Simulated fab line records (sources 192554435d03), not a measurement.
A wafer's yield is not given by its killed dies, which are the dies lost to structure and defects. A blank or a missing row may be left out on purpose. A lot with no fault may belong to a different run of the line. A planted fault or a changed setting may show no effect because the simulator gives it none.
Lot-split experiment -- flow n5_finfet -- 39 wafers read from 7 lots, route of 1938 steps

== ABOUT THE SPLIT ==
At N5_BEOL_M15_TRENCH_ETCH_34 (etches SiO2 in C4F8/O2/Ar, target depth 872.93 nm, time 199 s), the setting time_s was moved away from the recipe's 199 s on 12 of the 39 wafers read, by -52.2% to +44.9%. All remaining wafers had this setting at the recipe value.

== FROM THE SPLIT TO THE READING: what the file shows between them, 7 steps ==
- N5_BEOL_M15_STRIP_36: strips in O2
- N5_BEOL_M15_ECD_47: material Cu, target thk 1860 nm
- N5_BEOL_M15_ANNEAL_48: time 90 s
- N5_BEOL_M15_CMP_49: polishes, stops on SiO2, t overpolish 4.9 s, target thk 850 nm
- N5_BEOL_M15_THK_MEAS_50: measures by xrf
- N5_BEOL_M15_PRE_CLEAN_52: time 15 s
- N5_BEOL_M15_DEP_53: deposits SiCN from 3MS/NH3, target thk 50 nm, time 17.8 s

== THE READING ==
Measured at N5_BEOL_M15_RS_MEAS_54 by four-point probe: M15_RS, in ohm/sq. A value of 0.0214 ohm/sq with a standard deviation of 0.00046 ohm/sq is what fault-free wafers of this fab line usually give.

wafer,"tool, chamber at the split","time_s as run, s",against the recipe,"M15_RS, ohm/sq",against lot-mates on the recipe
L074.1,"rie_diel-06, 0",199,recipe,0.0213,-
L074.2,"rie_diel-06, 3",199,recipe,0.0215,-
L074.3,"rie_diel-06, 2",95.09,-52.2%,0.0461,+0.0248
L074.4,"rie_diel-06, 1",199,recipe,0.0212,-
L074.5,"rie_diel-06, 3",95.09,-52.2%,0.0473,+0.0260
L074.6,"rie_diel-06, 2",95.09,-52.2%,0.0468,+0.0255
L075.1,"rie_diel-06, 2",199,recipe,0.0211,-
L075.2,"rie_diel-06, 0",199,recipe,0.0212,-
L075.3,"rie_diel-06, 3",199,recipe,0.0215,-
L075.4,"rie_diel-06, 1",199,recipe,0.0212,-
L075.5,"rie_diel-06, 2",199,recipe,0.0211,-
L075.6,"rie_diel-06, 3",199,recipe,0.0214,-
L078.1,"rie_diel-02, 1",199,recipe,0.0215,-
L078.2,"rie_diel-02, 0",133.3,-33.0%,0.0318,+0.0105
L078.3,"rie_diel-02, 2",133.3,-33.0%,0.0331,+0.0118
L078.4,"rie_diel-02, 3",199,recipe,0.0215,-
L078.5,"rie_diel-02, 1",133.3,-33.0%,0.0329,+0.0116
L078.6,"rie_diel-02, 0",199,recipe,0.0210,-
L083.1,"rie_diel-02, 1",199,recipe,0.0215,-
L083.2,"rie_diel-02, 2",288.3,+44.9%,0.0146,-0.0065
L083.3,"rie_diel-02, 3",199,recipe,0.0214,-
L083.4,"rie_diel-02, 0",288.3,+44.9%,0.0141,-0.0070
L083.5,"rie_diel-02, 0",199,recipe,0.0205,-
L083.6,"rie_diel-02, 3",288.3,+44.9%,0.0148,-0.0063
L090.1,"rie_diel-04, 2",283.9,+42.7%,0.0152,-0.0065
L090.2,"rie_diel-04, 0",283.9,+42.7%,0.0154,-0.0063
L090.3,"rie_diel-04, 1",199,recipe,0.0217,-
L090.4,"rie_diel-04, 3",199,recipe,0.0216,-
L090.5,"rie_diel-04, 0",283.9,+42.7%,0.0153,-0.0064
L090.6,"rie_diel-04, 3",199,recipe,0.0219,-
L092.2,"rie_diel-06, 3",199,recipe,0.0218,-
L092.3,"rie_diel-06, 1",199,recipe,0.0209,-
L092.5,"rie_diel-06, 3",199,recipe,0.0217,-
L094.1,"rie_diel-06, 2",199,recipe,0.0210,-
L094.2,"rie_diel-06, 1",199,recipe,0.0208,-
L094.3,"rie_diel-06, 3",199,recipe,0.0214,-
L094.4,"rie_diel-06, 0",199,recipe,0.0208,-
L094.5,"rie_diel-06, 3",199,recipe,0.0214,-
L094.6,"rie_diel-06, 0",199,recipe,0.0209,-

THE FIT
A straight line over all 39 wafers: M15_RS changes by -0.000296 ohm/sq for each +1% of time_s; r = -0.91; the points scatter about the line by 0.0034 ohm/sq.
The same after taking each lot's own level away (the mean of its wafers on the recipe; 39 wafers): -0.000297 ohm/sq for each +1%; r = -0.91; scatter 0.0034 ohm/sq.
That fit puts the effect of the largest move of time_s on the reading at 0.016 ohm/sq.
The span of the lots' own levels, 0.02105 to 0.02173 ohm/sq, comes to 1.5 times the standard deviation stated above.
The two slopes are in agreement: the lot-to-lot level therefore moves the slope only a little.
Check: for one of the wafers moved furthest among these (-52.2%), held out of the fit, the line's prediction against its lot-mates is +0.0161 ohm/sq. Against them it came out at +0.0248 ohm/sq.

== ADDITIONAL SPLITS CARRIED BY THESE WAFERS ==
Before the reading, these wafers also passed through other splits. Each is held against what the fit with the lots' levels taken away leaves over:
other split on the same wafers,wafers away from the commonest value,r with M15_RS (lot level and that fit taken away)
N5_BEOL_M13_TRENCH_ETCH_34 time_s,12,+0.23

== THE WHOLE CHAIN: every reading that the file lists as answering this split, in the file's order ==
step,what it does,reading,change (the file's fit),r (the file's)
N5_BEOL_M15_TRENCH_ETCH_34,"etches SiO2 in C4F8/O2/Ar, target depth 872.93 nm, time 199 s","etch.depth_nm (the simulator's own value, which no gauge read)",+8.6 nm for each +1% of the setting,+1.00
N5_BEOL_M15_TRENCH_ETCH_34,"etches SiO2 in C4F8/O2/Ar, target depth 872.93 nm, time 199 s","coat_of_BEOL_M15_COAT_22.thk_nm (the simulator's own value, which no gauge read)",-1.75 nm for each +1% of the setting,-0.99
N5_BEOL_M15_CMP_49,"polishes, stops on SiO2, t overpolish 4.9 s, target thk 850 nm","Cu_of_BEOL_M15_ECD_47.thk_nm (the simulator's own value, which no gauge read)",+8.61 nm for each +1% of the setting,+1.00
N5_BEOL_M15_THK_MEAS_50,measures by xrf,M15_THK,+8.51 for each +1% of the setting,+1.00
N5_BEOL_M15_RS_MEAS_54,measures by four-point-probe,M15_RS,-0.000296 for each +1% of the setting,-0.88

== THE FILE'S OWN FIT ==
M15_RS changes by -0.000296 ohm/sq for each +1% of time_s, r = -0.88.
